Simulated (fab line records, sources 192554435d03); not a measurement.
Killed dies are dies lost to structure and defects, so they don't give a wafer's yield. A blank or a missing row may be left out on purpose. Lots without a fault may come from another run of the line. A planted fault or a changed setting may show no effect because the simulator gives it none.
Chamber matching | flow n5_finfet | N5_BEOL_M11_ETCH_61 on rie_diel-03: 4 sister chambers
The step etches SiARC in CF4, target depth 39 nm, time 65 s. 4 wafers are shown with their chamber, then 9 later ones without.

WAFERS WITH THEIR CHAMBER
wafer  | chamber | drypump_motor_current_A (A)
L082.3 | 3       | 5.1
L089.1 | 0       | 5.5
L089.3 | 2       | 6.1
L089.4 | 1       | 5.4

WAFERS WITHOUT THEIR CHAMBER
wafer  | drypump_motor_current_A (A)
L092.2 | 6.2
L092.5 | 5.4
L092.6 | 5.5
L094.1 | 5.4
L094.5 | 5.1
L094.6 | 5.5
L096.1 | 5.1
L096.3 | 6.1
L096.5 | 6.1

WHICH CHAMBER EACH WENT THROUGH
wafer  | from the rows above | in truth
L092.2 | 2                   | 2
L092.5 | 1                   | 1
L092.6 | 0                   | 0
L094.1 | 1                   | 1
L094.5 | 3                   | 3
L094.6 | 0                   | 0
L096.1 | 3                   | 3
L096.3 | 2                   | 2
L096.5 | 2                   | 2
Placed correctly: 9 of 9. Can't be placed from these rows: 0. Placed wrongly: 0.
How it was worked out, from the rows above alone: a wafer's distance from a chamber is the root of the sum, over the readings, of the square of ((its reading less the chamber's mean) divided by the reading's scatter). The wafer belongs to the nearest chamber; if the next one is less than 2 further off, it can't be placed. A chamber's mean is the mean of its shown wafers. The scatter: with one shown wafer a chamber, the root of the mean of the squares of how far each hidden wafer lies from its nearest shown one.
